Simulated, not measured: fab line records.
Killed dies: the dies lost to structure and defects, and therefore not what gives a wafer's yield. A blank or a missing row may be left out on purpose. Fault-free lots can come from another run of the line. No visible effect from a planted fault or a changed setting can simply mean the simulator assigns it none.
A single fault, viewed from 2 desks + flow n5_finfet + each desk holds nothing but its own numbers, with what lay behind them at the end

THE DEFECT DESK
For each lot, the counts of the inspections along the route, averaged over the sampled wafers that have a number. Marked OUT: a lot whose mean sits more than 4 standard deviations from the usual mean, which makes it out of limits; the brackets give that distance.
Columns: A = raw_defect_count at N5_FIN_SAQP_INSPECT_18, usual 474; B = raw_defect_count at N5_FIN_SAQP_INSPECT_40, usual 242; C = raw_defect_count at N5_FIN_CUT_INSPECT_10, usual 45; D = raw_defect_count at N5_FIN_CUT_INSPECT_17, usual 248
| lot  | first seen here | A   | B              | C             | D              |
|------|-----------------|-----|----------------|---------------|----------------|
| L122 | day 1 23:35     | 580 | 266            | 53            | 263            |
| L127 | day 3 05:05     | 355 | 219            | 42            | 224            |
| L129 | day 3 16:31     | 326 | 324            | 57            | 332            |
| L130 | day 3 23:04     | 380 | 286            | 52            | 281            |
| L136 | day 5 09:53     | 511 | 216            | 41            | 216            |
| L137 | day 5 15:35     | 538 | 218            | 36            | 235            |
| L138 | day 5 22:32     | 828 | 631 (+5.9) OUT | 442 (+33) OUT | 668 (+6.5) OUT |
| L139 | day 6 04:05     | 483 | 195            | 35            | 210            |
| L141 | day 6 18:30     | 862 | 604 (+5.5) OUT | 427 (+32) OUT | 604 (+5.5) OUT |
| L145 | day 7 16:22     | 631 | 256            | 42            | 250            |
This desk's finding: out of limits on L138, L141; first on L138, day 6 02:50 (raw_defect_count at N5_FIN_SAQP_INSPECT_40). L122, L127, L129, L130, L136, L137, L139, L145: within limits.

AT THE TOOL OWNER'S DESK: pecvd-03
The tool's own readings at N5_FIN_SAQP_PECVD_06 (deposits a-Si from SiH4/He, target thk 60 nm, time 48.1 s): means of the sampled wafers that have a number, for each lot that ran on this tool. Marked OUT: a lot whose mean sits more than 4 standard deviations from the usual mean, which makes it out of limits; the brackets give that distance.
Columns: A = heater_power_outer_w at N5_FIN_SAQP_PECVD_06, usual 507 W; B = heater_power_w at N5_FIN_SAQP_PECVD_06, usual 837 W; C = showerhead_plenum_p_Torr at N5_FIN_SAQP_PECVD_06, usual 5.65 Torr; D = throttle_valve_pct at N5_FIN_SAQP_PECVD_06, usual 18.2 %
| lot  | first seen here | A   | B   | C    | D    |
|------|-----------------|-----|-----|------|------|
| L122 | day 1 22:57     | 475 | 789 | 5.70 | 18.0 |
| L127 | day 3 04:27     | 492 | 834 | 5.70 | 18.1 |
| L129 | day 3 16:02     | 479 | 780 | 5.72 | 18.5 |
| L130 | day 3 22:26     | 478 | 840 | 5.67 | 17.2 |
| L136 | day 5 09:22     | 483 | 797 | 5.71 | 18.2 |
| L138 | day 5 21:54     | 484 | 809 | 5.70 | 18.2 |
| L141 | day 6 17:58     | 502 | 860 | 5.68 | 17.7 |
Result from this desk: across the 7 lots, nothing is out of limits.

ALL TOGETHER
The defect desk could have raised an alarm at day 6 02:50, on L138, L141.
The tool owner's desk saw nothing out of limits.
The tool owner's desk has L138, L141 on record, within its limits.
N5_FIN_SAQP_PECVD_06 was run on pecvd-03 by each of the lots named.

WHAT HAD BEEN PUT IN BY THE SIMULATOR
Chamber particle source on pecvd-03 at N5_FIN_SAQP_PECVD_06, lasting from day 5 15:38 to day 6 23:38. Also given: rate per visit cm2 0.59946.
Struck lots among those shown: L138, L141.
Hours from the fault's start to each desk's first reading out of limits: the defect desk, 11.
